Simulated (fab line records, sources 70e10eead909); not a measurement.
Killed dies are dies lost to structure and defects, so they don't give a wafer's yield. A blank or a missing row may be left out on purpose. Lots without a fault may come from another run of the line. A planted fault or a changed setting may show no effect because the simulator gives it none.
Which tool did it? | flow nand_harc | 7 lots, 21 wafers sampled, at 3 steps of a route of 1302

WHAT THE GAUGES READ, wafer by wafer
NHARC_A_ONON_D2_THK_MEAS_27: measures by ellipsometry.
lot  | measured     | on            | thk_nm (nm)
L769 | day 12 22:45 | film_metro-01 | 996 995 995
L770 | day 14 06:23 | film_metro-01 | 1018 1018 1021
L772 | day 14 13:31 | film_metro-02 | 1005 1003 1005
L776 | day 15 21:51 | film_metro-01 | 994 993 993
L778 | day 16 11:15 | film_metro-02 | 1248 1249 1004
L787 | day 21 01:56 | film_metro-01 | 1012 1013 1013
L791 | day 22 23:35 | film_metro-01 | 999 998 997

WHICH TOOL RAN EACH LOT (tool, then ch and the chambers of the sampled wafers, then the start)
lot  | NHARC_A_CHANNEL_FILL_D1_CMP_10 | NHARC_A_ONON_D2_DEP_25
L769 | cmp-04 ch 1,2,3, day 10 20:11  | pecvd_onon-04 ch 0, day 12 22:14
L770 | cmp-04 ch 0,1,3, day 12 01:10  | pecvd_onon-03 ch 0, day 14 05:53
L772 | cmp-04 ch 0,1, day 12 13:13    | pecvd_onon-03 ch 0, day 14 13:01
L776 | cmp-01 ch 0,2,3, day 13 23:34  | pecvd_onon-04 ch 0, day 15 21:20
L778 | cmp-04 ch 0,1, day 14 16:00    | pecvd_onon-04 ch 0, day 16 10:44
L787 | cmp-01 ch 1,2, day 19 00:23    | pecvd_onon-04 ch 0, day 21 01:32
L791 | cmp-01 ch 0,1, day 20 19:08    | pecvd_onon-03 ch 0, day 22 23:08
- NHARC_A_CHANNEL_FILL_D1_CMP_10: polishes, target thk 150 nm.
- NHARC_A_ONON_D2_DEP_25: target thk 1000 nm.

THE ANSWER, worked out from the rows above alone
Rule: what is usual is taken from the lots themselves. Put in order of their means at a reading, lots are off if they are a third of the lots or fewer, leave a main group of 4 or more, and stand apart from it by a gap of 3 or more times the standard deviation of the main group's means; of several such gaps the widest counts. A main group whose means are all the same, to the digits that the tables above print for the reading, isn't used. A lot without any number at a reading at which 4 lots or more have one is off too. The other lots that the step has rows for count as sound.
Off: L778, at NHARC_A_ONON_D2_THK_MEAS_27 (thk_nm). The main group: mean 1004 nm, standard deviation 9.4.
A tool fits if, at a process step before that reading, it ran every lot that is off, and no sound lot after the first of them. The gauges at NHARC_A_ONON_D2_THK_MEAS_27 are tried like those tools. Can't be told from this: 2 tools fit, cmp-04 at NHARC_A_CHANNEL_FILL_D1_CMP_10, film_metro-02 at NHARC_A_ONON_D2_THK_MEAS_27.

WHAT THE SIMULATOR HAD PUT IN
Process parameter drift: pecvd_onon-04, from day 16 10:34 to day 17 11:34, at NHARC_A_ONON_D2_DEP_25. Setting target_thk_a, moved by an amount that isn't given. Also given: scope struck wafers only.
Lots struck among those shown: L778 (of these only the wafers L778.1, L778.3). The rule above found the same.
